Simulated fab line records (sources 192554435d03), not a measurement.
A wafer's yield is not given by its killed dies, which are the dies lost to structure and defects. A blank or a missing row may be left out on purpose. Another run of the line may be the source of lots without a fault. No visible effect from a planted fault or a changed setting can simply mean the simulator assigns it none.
Struck lot and sound lot, side by side / flow n5Finfet / 35 steps out of a route of 1938
Sound: wafers L449.2, L449.3, L449.6. Struck: wafers L451.2, L451.3, L451.4. At the end, the cause is stated.
For every step that has rows: the tool of each side, followed by ch and its chambers, followed by its first start. Under that, the readings that differ: sound wafers / struck wafers / difference of the means / sigmas: that difference in standard deviations of wafers without a fault.
alike: a reading whose means differ by less than 2 such deviations, as well as words and numbers matching on both sides. not compared: withheld readings; readings where some wafer has no value; bounds like >300 that might hide an equal value; numbers whose values overlap and for which the record gives no deviation.
The two part at a step that has a row with sigmas, a row that says differs or no value, or rows on one side only. Numbers that have no deviation but don't overlap get no sigmas and don't part them. A reading that every wafer of one side lacks parts them only if that side has two wafers or more.

first, 8 steps without rows for these wafers: N5_BEOL_M10_SPUTTER_48 (material Cu, target thk 12 nm, time 2 s); N5_BEOL_M10_ECD_50 (material Cu, target thk 318 nm); N5_BEOL_M10_ANNEAL_51 (time 90 s); N5_BEOL_M10_CMP_52 (polishes, stops on SiCOH lowk, t overpolish 7 s, target thk 140 nm); N5_BEOL_M10_PRE_CLEAN_55 (time 15 s); N5_BEOL_M10_DEP_56 (deposits SiCN from 3MS/NH3, target thk 15 nm, time 26.5 s); N5_BEOL_M11_ILD_DEP_00 (deposits SiCOH lowk from DEMS/porogen, target thk 308.51 nm, time 58 s); N5_BEOL_M11_CURE_71 (cures SiCOH lowk, time 240 s).
N5_BEOL_M11_PECVD_70: deposits SiO2 from TEOS/O2, target thk 20 nm, time 22.7 s.
  sound on pecvd-03 ch 0,1, day 11 06:13; struck on pecvd-03 ch 0,1,2, day 11 10:31
reading=susceptorTempC (C); sound=399.96 400.16 400.04; struck=381.31 381.20 381.32; difference=-18.78; sigmas=-82
reading=model.SiO2_of_BEOL_M11_PECVD_70.thkNm (nm); sound=19.8 20 20; struck=21.8 21.6 22.2; difference=+1.9; sigmas=
  alike: chamberPressureTorr, heaterPowerW, showerheadPlenumPTorr, throttleValvePct
then, 24 steps without rows for these wafers: N5_BEOL_M11_HM_DEP_02 (deposits TiN, target thk 20 nm); N5_BEOL_M11_COAT_59 (time 60 s, resist thk 100 nm); N5_BEOL_M11_COAT_60 (time 60 s, resist thk 30 nm); N5_BEOL_M11_COAT_05 (resist thk 90 nm); N5_BEOL_M11_EBR_07; N5_BEOL_M11_SOFTBAKE_06 (time 60 s); N5_BEOL_M11_EXPOSE_08 (exposes mask M11); N5_BEOL_M11_PEB_09 (peb time 60 s); N5_BEOL_M11_DEVELOP_10 (develop time 30 s); N5_BEOL_M11_DESCUM_16 (chemistry O2, time 7.9 s); N5_BEOL_M11_ETCH_61 (etches SiARC in CF4, target depth 39 nm, time 65 s); N5_BEOL_M11_ETCH_62 (etches SOC in N2/H2, target depth 110 nm, overetch 22 nm, time 165 s); N5_BEOL_M11_STRIP_68 (strips in N2/H2); N5_BEOL_M11_STRIP_67 (strips in CF4); N5_BEOL_M11_HM_OPEN_17 (chemistry Cl2/BCl3, target TiN, target depth 20 nm, overetch 6 nm); N5_BEOL_M11_STRIP_19 (strips in O2); N5_BEOL_M11_COAT_63 (time 60 s, resist thk 100 nm); N5_BEOL_M11_COAT_64 (time 60 s, resist thk 30 nm); N5_BEOL_M11_COAT_22 (resist thk 90 nm); N5_BEOL_M11_EBR_24; N5_BEOL_M11_SOFTBAKE_23 (time 60 s); N5_BEOL_M11_EXPOSE_25 (exposes mask V10); N5_BEOL_M11_PEB_26 (peb time 60 s); N5_BEOL_M11_DEVELOP_27 (develop time 30 s).
N5_BEOL_M11_HM_STRIP_39: strips TiN in peroxide tin strip, target depth 25 nm, time 158 s.
  sound on wetBench-06 ch 0,5,6, day 11 14:28; struck on wetBench-04 ch 1,2,3, day 11 16:46
reading=model.SiO2_of_BEOL_M11_PECVD_70.thkNm (nm); sound=19.6 20 19.8; struck=21.6 21.6 22; difference=+1.9; sigmas=
N5_BEOL_M11_CMP_52: polishes, stops on SiCOH lowk, t overpolish 7 s, target thk 140 nm.
  sound on cmp-04 ch 2,3, day 11 17:23; struck on cmp-02 ch 1,2,3, day 11 20:11
reading=barrierFieldEndpointS (s); sound=29.3 28.2 29.1; struck=30.6 31.4 32.4; difference=+2.6; sigmas=+3
  alike: clearingPlatenDownForcePsi, edgeZonePressureFrac, headPressurePsi, motorCurrentA
  not compared: padLifeWafers

## WHERE THEY PART
Last at N5_BEOL_M11_CMP_52 as far as this record goes, first at N5_BEOL_M11_PECVD_70.

WHY: the cause the simulator had injected
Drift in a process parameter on pecvd-03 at N5_BEOL_M11_PECVD_70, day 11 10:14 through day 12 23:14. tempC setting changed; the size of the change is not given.
